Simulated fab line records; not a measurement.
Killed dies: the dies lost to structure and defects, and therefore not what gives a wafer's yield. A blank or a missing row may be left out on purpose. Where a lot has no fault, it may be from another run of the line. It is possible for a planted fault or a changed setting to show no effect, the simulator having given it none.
Split-lot study | flow n5-finfet | route with 1938 steps; 7 lots, 21 wafers read

== THE SPLIT ==
At N5_BEOL_M14_ILD_DEP_00 (deposits SiO2 from TEOS/O2, target thk 1119.3 nm, time 237.4 s), the setting temp-c was moved away from the recipe's 400 C on 8 of the 21 wafers read, by -1.7% to +0.6%. All remaining wafers had this setting at the recipe value.

Split to reading: the file shows no intervening step.

== THE READING ==
At N5_BEOL_M14_THK_MEAS_01: M14_ILD_THK, given in nm. Fault-free wafers of this fab line usually give 1116 nm, standard deviation 16 nm.

wafer  | tool, chamber at the split | temp-c as run, C | against the recipe | M14_ILD_THK, nm | against lot-mates on the recipe
L074.2 | pecvd-01, 1                | 402.4            | +0.6%              | 1097            | no lot-mate on the recipe
L074.4 | pecvd-01, 0                | 402.4            | +0.6%              | 1105            | no lot-mate on the recipe
L074.6 | pecvd-01, 1                | 402.4            | +0.6%              | 1107            | no lot-mate on the recipe
L076.1 | pecvd-01, 1                | 400              | recipe             | 1113            | -
L076.2 | pecvd-01, 2                | 400              | recipe             | 1127            | -
L076.4 | pecvd-01, 2                | 400              | recipe             | 1136            | -
L077.1 | pecvd-01, 2                | 400              | recipe             | 1112            | -
L077.2 | pecvd-01, 1                | 400              | recipe             | 1122            | -
L077.6 | pecvd-01, 0                | 400              | recipe             | 1115            | -
L085.1 | pecvd-04, 0                | 400              | recipe             | 1115            | -
L085.5 | pecvd-04, 0                | 393.2            | -1.7%              | 1182            | +67
L085.6 | pecvd-04, 2                | 393.2            | -1.7%              | 1175            | +60
L089.1 | pecvd-04, 2                | 400              | recipe             | 1086            | -
L089.3 | pecvd-04, 0                | 400              | recipe             | 1095            | -
L089.6 | pecvd-04, 0                | 400              | recipe             | 1121            | -
L096.1 | pecvd-02, 0                | 402.2            | +0.6%              | 1086            | -28
L096.4 | pecvd-02, 2                | 400              | recipe             | 1118            | -
L096.5 | pecvd-02, 0                | 400              | recipe             | 1111            | -
L095.1 | pecvd-04, 0                | 400              | recipe             | 1125            | -
L095.2 | pecvd-04, 1                | 395.8            | -1.0%              | 1166            | +41
L095.6 | pecvd-04, 0                | 395.8            | -1.0%              | 1173            | +48

THE FIT
A straight line over all 21 wafers: M14_ILD_THK changes by -38.5 nm for each +1% of temp-c; r = -0.91; the points scatter about the line by 12 nm.
The same after taking each lot's own level away (the mean of its wafers on the recipe; 18 wafers): -39.5 nm for each +1%; r = -0.95; scatter 8.5 nm.
The reading moves by 67 nm for the largest change in temp-c, on that fit.
Measured against the standard deviation above, the lots' own levels, which go from 1100.7 to 1125.3 nm, span 1.5 times it.
The two slopes are in agreement: the lot-to-lot level therefore moves the slope only a little.
Check: with one of the wafers moved furthest among these (-1.7%) left out of the fit, the line predicts +66.5 nm for it against its lot-mates. Against them it came out at +67 nm.

== OTHER SPLITS ON THESE WAFERS ==
These wafers also went through other splits before the reading. Each is held against what the fit with the lots' levels taken away leaves over:
other split on the same wafers | wafers away from the commonest value | r with M14_ILD_THK (lot level and that fit taken away)
N5_BEOL_M9_COAT_75 spin-rpm    | 9                                    | -0.01
N5_BEOL_M10_ILD_DEP_00 time-s  | 5                                    | -0.07
N5_BEOL_M11_PECVD_70 temp-c    | 9                                    | -0.09
N5_BEOL_M11_COAT_05 spin-rpm   | 7                                    | -0.16
N5_BEOL_M12_COAT_58 spin-rpm   | 9                                    | -0.09
N5_BEOL_M13_SPUTTER_43 time-s  | 3                                    | -0.12

== THE WHOLE CHAIN: every reading that the file lists as answering this split, in the file's order ==
step                    | what it does                                                   | reading                                                                             | change (the file's fit)              | r (the file's)
N5_BEOL_M14_ILD_DEP_00  | deposits SiO2 from TEOS/O2, target thk 1119.3 nm, time 237.4 s | SiO2_of_BEOL_M14_ILD_DEP_00.thk-nm (the simulator's own value, which no gauge read) | -39.6 nm for each +1% of the setting | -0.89
N5_BEOL_M14_THK_MEAS_01 |                                                                | M14_ILD_THK                                                                         | -39.7 for each +1% of the setting    | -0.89

== FILE'S OWN FIT ==
M14_ILD_THK changes by -39.7 nm for each +1% of temp-c, r = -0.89.
